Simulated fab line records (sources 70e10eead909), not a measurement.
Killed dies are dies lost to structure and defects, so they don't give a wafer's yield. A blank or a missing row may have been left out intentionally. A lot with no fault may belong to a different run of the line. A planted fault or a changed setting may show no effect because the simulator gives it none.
Which tool is to blame? / flow nandHarc / 12 lots (36 wafers sampled), 1 step of a 1302-step route

## WHAT THE GAUGES SHOWED, per wafer
NHARC_A_CONTACT_CD_MEAS_80.
lot=L076; measured=day 22 13:25; on=cdSem-01; cdNm (nm)=288.5 289.1 289.2
lot=L078; measured=day 22 22:35; on=cdSem-01; cdNm (nm)=289.3 290.2 289.5
lot=L079; measured=day 23 08:52; on=cdSem-02; cdNm (nm)=290.5 290.6 289.9
lot=L080; measured=day 24 04:57; on=cdSem-01; cdNm (nm)=288.6 289.3 289.5
lot=L082; measured=day 25 08:56; on=cdSem-02; cdNm (nm)=288.8 288.8 288.1
lot=L084; measured=day 26 01:59; on=cdSem-02; cdNm (nm)=290.1 288.9 290.2
lot=L086; measured=day 27 08:52; on=cdSem-03; cdNm (nm)=289.2 288.3 289.5
lot=L091; measured=day 28 06:35; on=cdSem-01; cdNm (nm)=287.9 288.7 289.1
lot=L089; measured=day 28 09:38; on=cdSem-03; cdNm (nm)=289.5 289.3 288.9
lot=L093; measured=day 30 07:05; on=cdSem-03; cdNm (nm)=288.7 289.2 289.7
lot=L094; measured=day 30 12:34; on=cdSem-03; cdNm (nm)=289.1 288.9 288.4
lot=L097; measured=day 32 07:03; on=cdSem-02; cdNm (nm)=289.7 290.1 290.2

## EACH LOT AND THE TOOL THAT RAN IT (in order: tool; ch and the chambers of the sampled wafers; start)
The record holds no process step before these readings.

## THE ANSWER, worked out from the rows above alone
Rule: what is usual is taken from the lots themselves. The widest of any qualifying gaps counts: lots, ordered by their means at a reading, are off when they make up no more than a third of the lots, leave a main group of 4 or more, and stand apart from it by 3 or more times the standard deviation of that group's means. Not used: any main group whose means are identical at the precision the tables above print for the reading. Also off: a lot with no number at a reading for which 4 or more lots have one. Where the step has rows for the other lots, those lots are counted as sound.
Across all readings shown, no lot is off: no conclusion can be drawn from this.

## WHAT THE SIMULATOR HAD PUT IN
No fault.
